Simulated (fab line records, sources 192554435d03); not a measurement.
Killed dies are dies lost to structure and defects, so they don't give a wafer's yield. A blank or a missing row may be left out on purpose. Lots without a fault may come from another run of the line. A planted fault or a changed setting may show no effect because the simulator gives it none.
A struck lot beside a sound one | flow n5_finfet | 15 steps out of a route of 1938
Sound: wafers L911.1, L911.4, L911.5. Struck: wafers L922.3, L922.4, L922.6. The cause comes at the end.
At each step with rows: each side's tool, then ch and its chambers, then its first start. Under that, the readings that differ: sound wafers | struck wafers | difference of the means | sigmas: that difference in standard deviations of wafers without a fault.
alike: readings whose means differ by less than 2 such deviations, and words and numbers that are the same on both sides. not compared: withheld readings, readings that some wafer has no value for, bounds like >300 that may hide the same value, and numbers for which the record gives no deviation and whose values overlap.
The two part at a step that has a row with sigmas, a row that says differs or no value, or rows on one side only. Numbers that don't overlap but have no deviation are shown without sigmas and don't part them. A reading that every wafer of one side lacks parts them only if that side has two wafers or more.

first, 2 steps without rows for these wafers: N5_BEOL_M3_STRIP_65 (strips in N2/H2); N5_BEOL_M3_STRIP_75 (strips in N2/H2).
N5_BEOL_M3_STRIP_66: strips in CF4.
  sound on rie_diel-03 ch 1,2,3, day 8 06:35; struck on rie_diel-06 ch 1,2, day 10 23:46
  alike: drypump_motor_current_A, oes_product_au, rf_fwd_power_W, rf_vpp_V, showerhead_plenum_p_Torr, throttle_valve_pct
  not compared: rf_hours_counter_h
N5_BEOL_M3_HM_OPEN_17: chemistry Cl2/BCl3, target TiN, target depth 20 nm, overetch 6 nm.
  sound on rie_metal-01 ch 0,1, day 8 06:37; struck on rie_metal-01 ch 0,1, day 10 23:50
  alike: drypump_motor_current_A, oes_product_au, rf_fwd_power_W, throttle_valve_pct
  not compared: rf_hours_counter_h
N5_BEOL_M3_STRIP_19: strips in O2.
  sound on rie_diel-06 ch 0,1,3, day 8 06:47; struck on rie_diel-06 ch 1,3, day 10 23:55
  alike: drypump_motor_current_A, oes_product_au, rf_vpp_V, showerhead_plenum_p_Torr, throttle_valve_pct
  not compared: rf_hours_counter_h
N5_BEOL_M3_CD_MEAS_18: pitch 36 nm, target cd 18 nm.
  sound on cd_sem-01, day 8 06:52; struck on cd_sem-01, day 10 23:59
  alike: cd_nm
then, 6 steps without rows for these wafers: N5_BEOL_M3_COAT_67 (time 60 s, resist thk 60 nm); N5_BEOL_M3_COAT_68 (time 60 s, resist thk 12 nm); N5_BEOL_M3_COAT_76 (time 60 s, resist thk 5 nm); N5_BEOL_M3_COAT_22 (resist thk 30 nm); N5_BEOL_M3_EBR_24; N5_BEOL_M3_SOFTBAKE_23 (time 60 s).
N5_BEOL_M3_EXPOSE_25: exposes mask V2, defocus 5 nm.
  sound on euv_scanner-01 ch 0, day 8 07:02; struck on euv_scanner-01 ch 0, day 11 00:19
  reading              | sound             | struck            | difference | sigmas
  exposure_dose_mJ_cm2 | 62.85 62.94 62.79 | 63.75 63.66 63.75 | +0.86      | +12
  alike: mask, reticle_temp_C
then, 1 step without rows for these wafers: N5_BEOL_M3_PEB_26 (peb time 60 s).
N5_BEOL_M4_RC_MEAS_101:
  sound on prober-02 ch 0, day 9 18:14; struck on prober-01 ch 0, day 12 08:14
  reading       | sound                | struck               | difference | sigmas
  ION_P (uA/um) | 454 455 451          | 473 473 468          | +18        | +3
  VT_P (mV)     | -255.3 -253.7 -255.4 | -245.2 -246.5 -246.4 | +8.8       | +3
  alike: DIBL_N, DIBL_P, IOFF_N, IOFF_P, ION_N, SS_N, SS_P, VT_N

WHERE THEY PART
First at N5_BEOL_M3_EXPOSE_25; last, within this record, at N5_BEOL_M4_RC_MEAS_101.

WHY: what the simulator had put in
Process parameter drift: euv_scanner-01, from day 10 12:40 on, at N5_BEOL_M3_EXPOSE_25. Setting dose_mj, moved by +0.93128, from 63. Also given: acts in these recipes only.
